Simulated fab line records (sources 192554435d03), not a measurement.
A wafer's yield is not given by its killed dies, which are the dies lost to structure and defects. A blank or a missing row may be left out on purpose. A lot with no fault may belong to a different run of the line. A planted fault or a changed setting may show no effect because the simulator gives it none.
The tool behind it: which one? || flow n5_finfet || 11 lots with 33 wafers sampled at 3 steps, on a route of 1938 steps

== WHAT THE GAUGES SHOWED, per wafer ==
N5_PASSIVATION_OVL_MEAS_66.
{"lot": "L380", "measured": "day 13 07:59", "on": "overlay-02", "PASS_OPEN_OVL (nm)": "9 -1 4"}
{"lot": "L382", "measured": "day 14 00:27", "on": "overlay-01", "PASS_OPEN_OVL (nm)": "2 -6 -2"}
{"lot": "L383", "measured": "day 13 23:58", "on": "overlay-02", "PASS_OPEN_OVL (nm)": "7 -6 3"}
{"lot": "L384", "measured": "day 14 22:18", "on": "overlay-01", "PASS_OPEN_OVL (nm)": "-9 -3 4"}
{"lot": "L387", "measured": "day 14 16:48", "on": "overlay-02", "PASS_OPEN_OVL (nm)": "0 3 0"}
{"lot": "L392", "measured": "day 16 09:02", "on": "overlay-01", "PASS_OPEN_OVL (nm)": "-4 6 6"}
{"lot": "L393", "measured": "day 16 23:16", "on": "overlay-01", "PASS_OPEN_OVL (nm)": "-6 -5 -5"}
{"lot": "L395", "measured": "day 16 03:43", "on": "overlay-01", "PASS_OPEN_OVL (nm)": "2 4 4"}
{"lot": "L396", "measured": "day 17 10:38", "on": "overlay-02", "PASS_OPEN_OVL (nm)": "-4 -6 -4"}
{"lot": "L399", "measured": "day 17 22:15", "on": "overlay-01", "PASS_OPEN_OVL (nm)": "4 -2 2"}
{"lot": "L401", "measured": "day 18 14:04", "on": "overlay-02", "PASS_OPEN_OVL (nm)": "5 4 4"}

== WHICH TOOL RAN EACH LOT (tool, then ch and the chambers of the sampled wafers, then the start) ==
{"lot": "L380", "N5_DUMMY_GATE_ALD_02": "ald_sin-01 ch 1,2, day 2 19:08", "N5_PASSIVATION_AL_ETCH_33": "rie_metal-01 ch 0,1, day 13 06:23"}
{"lot": "L382", "N5_DUMMY_GATE_ALD_02": "ald_sin-01 ch 0,1, day 3 07:50", "N5_PASSIVATION_AL_ETCH_33": "rie_metal-02 ch 0,1, day 13 22:37"}
{"lot": "L383", "N5_DUMMY_GATE_ALD_02": "ald_sin-01 ch 1,2,3, day 3 13:11", "N5_PASSIVATION_AL_ETCH_33": "rie_metal-03 ch 0,1, day 13 22:23"}
{"lot": "L384", "N5_DUMMY_GATE_ALD_02": "ald_sin-02 ch 0,1,3, day 3 21:35", "N5_PASSIVATION_AL_ETCH_33": "rie_metal-02 ch 0,1, day 14 20:43"}
{"lot": "L387", "N5_DUMMY_GATE_ALD_02": "ald_sin-03 ch 2,3, day 4 13:40", "N5_PASSIVATION_AL_ETCH_33": "rie_metal-01 ch 0,1, day 14 14:58"}
{"lot": "L392", "N5_DUMMY_GATE_ALD_02": "ald_sin-01 ch 0,1,2, day 5 21:39", "N5_PASSIVATION_AL_ETCH_33": "rie_metal-02 ch 0,1, day 16 06:53"}
{"lot": "L393", "N5_DUMMY_GATE_ALD_02": "ald_sin-01 ch 1,2,3, day 6 01:40", "N5_PASSIVATION_AL_ETCH_33": "rie_metal-02 ch 0,1, day 16 21:32"}
{"lot": "L395", "N5_DUMMY_GATE_ALD_02": "ald_sin-01 ch 0,2, day 6 13:08", "N5_PASSIVATION_AL_ETCH_33": "rie_metal-01 ch 0, day 16 01:46"}
{"lot": "L396", "N5_DUMMY_GATE_ALD_02": "ald_sin-01 ch 1,2,3, day 6 19:26", "N5_PASSIVATION_AL_ETCH_33": "rie_metal-03 ch 0,1, day 17 09:02"}
{"lot": "L399", "N5_DUMMY_GATE_ALD_02": "ald_sin-01 ch 0,1,2, day 7 13:53", "N5_PASSIVATION_AL_ETCH_33": "rie_metal-03 ch 0,1, day 17 20:31"}
{"lot": "L401", "N5_DUMMY_GATE_ALD_02": "ald_sin-03 ch 0,2,3, day 8 02:25", "N5_PASSIVATION_AL_ETCH_33": "rie_metal-01 ch 0, day 18 11:43"}
- N5_DUMMY_GATE_ALD_02: deposits SiO2, target thk 2 nm, pulse time 1 s.
- N5_PASSIVATION_AL_ETCH_33: etches Al in Cl2/BCl3, stops on TaN, target depth 2800 nm, time 466.7 s.

== WHAT THE TOOLS THEMSELVES READ (means of the sampled wafers that have a number; where no wafer has one, the mark that the record gives instead) ==
N5_DUMMY_GATE_ALD_02.
{"lot": "L380", "tool": "ald_sin-01", "heater_power_w (W)": 511, "precursor_pulse_height_rel": 1.003}
{"lot": "L382", "tool": "ald_sin-01", "heater_power_w (W)": 437, "precursor_pulse_height_rel": 1.034}
{"lot": "L383", "tool": "ald_sin-01", "heater_power_w (W)": 489, "precursor_pulse_height_rel": 1.009}
{"lot": "L384", "tool": "ald_sin-02", "heater_power_w (W)": 444, "precursor_pulse_height_rel": 0.999}
{"lot": "L387", "tool": "ald_sin-03", "heater_power_w (W)": 456, "precursor_pulse_height_rel": 0.998}
{"lot": "L392", "tool": "ald_sin-01", "heater_power_w (W)": 476, "precursor_pulse_height_rel": 0.989}
{"lot": "L393", "tool": "ald_sin-01", "heater_power_w (W)": 491, "precursor_pulse_height_rel": 0.987}
{"lot": "L395", "tool": "ald_sin-01", "heater_power_w (W)": 495, "precursor_pulse_height_rel": 0.999}
{"lot": "L396", "tool": "ald_sin-01", "heater_power_w (W)": 481, "precursor_pulse_height_rel": 0.998}
{"lot": "L399", "tool": "ald_sin-01", "heater_power_w (W)": 485, "precursor_pulse_height_rel": 0.983}
{"lot": "L401", "tool": "ald_sin-03", "heater_power_w (W)": 472, "precursor_pulse_height_rel": 0.979}

N5_PASSIVATION_AL_ETCH_33.
{"lot": "L380", "tool": "rie_metal-01", "bcl3_flow_sccm (sccm)": 59.99, "drypump_motor_current_A (A)": 5.9, "oes_product_au (a.u.)": 0.66, "throttle_valve_pct (%)": 33.80}
{"lot": "L382", "tool": "rie_metal-02", "bcl3_flow_sccm (sccm)": 59.94, "drypump_motor_current_A (A)": 5.4, "oes_product_au (a.u.)": 0.75, "throttle_valve_pct (%)": 34.39}
{"lot": "L383", "tool": "rie_metal-03", "bcl3_flow_sccm (sccm)": 60.05, "drypump_motor_current_A (A)": 5.3, "oes_product_au (a.u.)": 0.72, "throttle_valve_pct (%)": 34.47}
{"lot": "L384", "tool": "rie_metal-02", "bcl3_flow_sccm (sccm)": 60.08, "drypump_motor_current_A (A)": 5.4, "oes_product_au (a.u.)": 0.76, "throttle_valve_pct (%)": 34.34}
{"lot": "L387", "tool": "rie_metal-01", "bcl3_flow_sccm (sccm)": 59.93, "drypump_motor_current_A (A)": 5.9, "oes_product_au (a.u.)": 0.65, "throttle_valve_pct (%)": 33.79}
{"lot": "L392", "tool": "rie_metal-02", "bcl3_flow_sccm (sccm)": 60.02, "drypump_motor_current_A (A)": 5.4, "oes_product_au (a.u.)": 0.73, "throttle_valve_pct (%)": 34.40}
{"lot": "L393", "tool": "rie_metal-02", "bcl3_flow_sccm (sccm)": 59.98, "drypump_motor_current_A (A)": 5.3, "oes_product_au (a.u.)": 0.74, "throttle_valve_pct (%)": 34.34}
{"lot": "L395", "tool": "rie_metal-01", "bcl3_flow_sccm (sccm)": 59.92, "drypump_motor_current_A (A)": 5.9, "oes_product_au (a.u.)": 0.67, "throttle_valve_pct (%)": 33.67}
{"lot": "L396", "tool": "rie_metal-03", "bcl3_flow_sccm (sccm)": 60.00, "drypump_motor_current_A (A)": 5.3, "oes_product_au (a.u.)": 0.70, "throttle_valve_pct (%)": 34.50}
{"lot": "L399", "tool": "rie_metal-03", "bcl3_flow_sccm (sccm)": 60.02, "drypump_motor_current_A (A)": 5.3, "oes_product_au (a.u.)": 0.70, "throttle_valve_pct (%)": 34.50}
{"lot": "L401", "tool": "rie_metal-01", "bcl3_flow_sccm (sccm)": 59.80, "drypump_motor_current_A (A)": 5.9, "oes_product_au (a.u.)": 0.66, "throttle_valve_pct (%)": 33.66}

== THE ANSWER, worked out from the rows above alone ==
Rule: usual is defined by the lots themselves. The widest of any qualifying gaps counts: lots, ordered by their means at a reading, are off when they make up no more than a third of the lots, leave a main group of 4 or more, and stand apart from it by 3 or more times the standard deviation of that group's means. A main group whose means are all the same, to the digits that the tables above print for the reading, isn't used. A lot without any number at a reading at which 4 lots or more have one is off too. Any other lot the step has rows for is counted as sound. After the gauges, taken in route order, come the tools' own readings; for these a lot's mean is taken, as printed above. The first step at which some lot is off is used, and at that step the reading that is off furthest; a lot without a number counts as furthest.
No lot is off at any reading shown: from this, nothing can be told.

== WHAT THE SIMULATOR HAD INSERTED ==
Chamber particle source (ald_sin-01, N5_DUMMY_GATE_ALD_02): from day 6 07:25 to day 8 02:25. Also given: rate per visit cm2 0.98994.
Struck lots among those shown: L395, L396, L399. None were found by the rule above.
